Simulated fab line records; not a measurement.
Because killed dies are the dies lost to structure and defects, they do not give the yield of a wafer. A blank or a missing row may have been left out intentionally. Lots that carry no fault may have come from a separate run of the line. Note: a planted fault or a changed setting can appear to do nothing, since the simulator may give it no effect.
What tool caused it? ; flow n5-finfet ; route of 1938 steps, sampled at 1 step: 12 lots, 36 wafers

== WHAT THE GAUGES SHOWED, per wafer ==
N5_BEOL_M10_INSPECT_58: inspects for defects (darkfield).
lot;measured;on;raw-defect-count
L076;day 10 12:47;defect-inspect-01;50 60 47
L077;day 11 11:53;defect-inspect-01;62 85 85
L079;day 12 03:34;defect-inspect-01;64 98 62
L083;day 12 22:30;defect-inspect-02;50 67 65
L084;day 13 04:47;defect-inspect-02;91 122 125
L085;day 13 15:14;defect-inspect-01;50 34 46
L087;day 14 09:13;defect-inspect-01;94 83 38
L090;day 14 23:35;defect-inspect-01;67 50 83
L091;day 15 01:54;defect-inspect-02;73 158 57
L096;day 15 09:38;defect-inspect-01;46 63 62
L092;day 15 12:07;defect-inspect-01;59 100 92
L097;day 17 04:07;defect-inspect-02;67 86 71

== EACH LOT AND THE TOOL THAT RAN IT (in order: tool; ch and the chambers of the sampled wafers; start) ==
The record shows no process step preceding these readings.

== THE ANSWER, worked out from the rows above alone ==
Rule: usual is defined by the lots themselves. Put in order of their means at a reading, lots are off if they are a third of the lots or fewer, leave a main group of 4 or more, and stand apart from it by a gap of 3 or more times the standard deviation of the main group's means; of several such gaps the widest counts. If all means in a main group match to the digits the tables above print for the reading, that group is not used. Also off: a lot with no number at a reading for which 4 or more lots have one. The other lots that the step has rows for count as sound.
No lot is off at any reading shown: from this, nothing can be told.

== WHAT WAS PUT IN BY THE SIMULATOR ==
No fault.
